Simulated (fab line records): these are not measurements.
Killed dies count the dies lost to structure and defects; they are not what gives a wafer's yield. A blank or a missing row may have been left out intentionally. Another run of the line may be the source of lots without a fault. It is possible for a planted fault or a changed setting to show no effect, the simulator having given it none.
Chamber matching ; flow nand-harc ; 3 sister chambers for NHARC_P_M0_DEP_32 on pecvd-02
The step deposits SiCN, target thk 30 nm. 22 wafers are shown with their chamber, then 11 later ones without.

== WAFERS WITH THEIR CHAMBER ==
wafer;chamber;heater-power-w (W);heater-power-outer-w (W);chamber-pressure-Torr (Torr)
L074.1;1;496;304;3.009
L074.2;2;537;294;3.008
L074.5;1;517;313;3.008
L078.1;0;617;349;3.001
L078.3;1;431;248;2.997
L078.4;2;618;353;3.003
L082.1;1;492;275;3.001
L082.2;2;692;406;3.010
L082.4;0;589;342;3.003
L083.1;0;696;392;2.994
L083.2;1;512;310;3.000
L083.4;2;588;315;2.985
L088.1;2;694;402;3.000
L088.3;1;519;302;3.001
L088.5;1;530;307;3.008
L086.1;2;627;350;3.004
L086.3;0;692;424;3.021
L086.5;0;720;427;3.012
L089.1;1;434;238;3.011
L089.2;0;694;417;3.009
L089.6;1;448;242;3.000
L091.4;0;666;360;3.006

SIGNATURES, as means of the wafers listed above
reading;chamber 0;chamber 1;chamber 2;scatter within a chamber
heater-power-w;667.71;486.56;626.00;48.1
heater-power-outer-w;387.29;282.11;353.33;37.2
chamber-pressure-Torr;3.00657;3.00389;3.00167;0.00743
Rule: a wafer lies at a distance from a chamber equal to the root of the sum of squares, over the readings, of (its reading less the chamber's mean, divided by the reading's scatter). If the next closest chamber is less than 2 further off than the closest, the wafer can't be placed; otherwise it belongs to the closest. The scatter: the root of (the sum of the squares of (reading less its chamber's mean) over the shown wafers, divided by (wafers less chambers)).

== WAFERS WHOSE CHAMBER IS MISSING ==
wafer;heater-power-w (W);heater-power-outer-w (W);chamber-pressure-Torr (Torr)
L091.5;658;379;3.007
L091.6;496;273;2.995
L092.1;679;400;2.996
L092.2;668;390;2.994
L092.3;438;249;2.998
L093.2;724;429;3.005
L093.3;474;275;3.006
L093.6;466;275;3.009
L096.1;439;252;2.999
L096.2;584;333;2.994
L096.3;576;319;2.995

== THE CHAMBER EACH PASSED THROUGH ==
wafer;from the rows above;in truth
L091.5;can't be placed: 0 or 2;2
L091.6;1;1
L092.1;can't be placed: 0 or 2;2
L092.2;can't be placed: 2 or 0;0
L092.3;1;1
L093.2;can't be placed: 0 or 2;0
L093.3;1;1
L093.6;1;1
L096.1;1;1
L096.2;can't be placed: 2 or 1 or 0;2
L096.3;can't be placed: 2 or 1 or 0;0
Placed correctly: 5 of 11. Unplaceable from these rows: 6, with the true chamber sitting among the candidates in 6. Placed wrongly: 0.
